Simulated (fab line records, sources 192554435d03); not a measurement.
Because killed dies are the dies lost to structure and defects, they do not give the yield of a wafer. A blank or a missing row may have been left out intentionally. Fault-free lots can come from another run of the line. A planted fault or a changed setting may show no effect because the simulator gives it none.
Matching of chambers    flow n5Finfet    3 sister chambers for N5_BEOL_M10_PECVD_70 on pecvd-03
The step deposits SiO2 from TEOS/O2, target thk 20 nm, time 22.7 s. 14 wafers are shown with their chamber, then 7 later ones without.

== WAFERS WITH THEIR CHAMBER ==
wafer   chamber  throttleValvePct (%)  showerheadPlenumPTorr (Torr)  heaterPowerW (W)
L077.2  1        23.5                  8.91                          819
L077.3  2        20.4                  8.89                          863
L077.4  0        27.4                  8.74                          704
L078.1  2        20.1                  8.87                          957
L078.3  1        23.7                  8.89                          856
L078.6  2        20.2                  8.87                          949
L080.1  0        27.1                  8.75                          865
L080.3  1        23.6                  8.89                          805
L080.4  1        23.7                  8.90                          803
L082.1  1        23.7                  8.90                          834
L082.3  2        20.3                  8.87                          837
L082.6  1        23.5                  8.91                          853
L091.1  1        23.3                  8.90                          829
L091.4  0        27.0                  8.75                          801

SIGNATURES, as means of the wafers listed above
reading                chamber 0  chamber 1  chamber 2  scatter within a chamber
throttleValvePct       27.167     23.571     20.250     0.157
showerheadPlenumPTorr  8.7467     8.9000     8.8750     0.00835
heaterPowerW           790.00     828.43     901.50     49.4
Rule: for each reading, subtract the chamber's mean from the wafer's reading, divide by that reading's scatter and square the result; add these up over the readings and take the root, which gives the wafer's distance from the chamber. If the next closest chamber is less than 2 further off than the closest, the wafer can't be placed; otherwise it belongs to the closest. How the scatter is found: for the shown wafers, subtract from each reading the mean of its chamber, square and add these, divide the total by (wafers less chambers), then take the root.

== WAFERS WITH NO CHAMBER GIVEN ==
wafer   throttleValvePct (%)  showerheadPlenumPTorr (Torr)  heaterPowerW (W)
L091.6  20.2                  8.87                          852
L088.3  23.3                  8.90                          776
L088.5  27.0                  8.78                          821
L088.6  20.5                  8.89                          965
L092.2  27.3                  8.76                          784
L092.3  20.4                  8.89                          817
L092.6  23.6                  8.87                          802

== EACH ONE'S CHAMBER ==
wafer   from the rows above  in truth
L091.6  2                    2
L088.3  1                    1
L088.5  0                    0
L088.6  2                    2
L092.2  0                    0
L092.3  2                    2
L092.6  1                    1
Placed correctly: 7 of 7. Can't be placed from these rows: 0. Wrongly placed: 0.
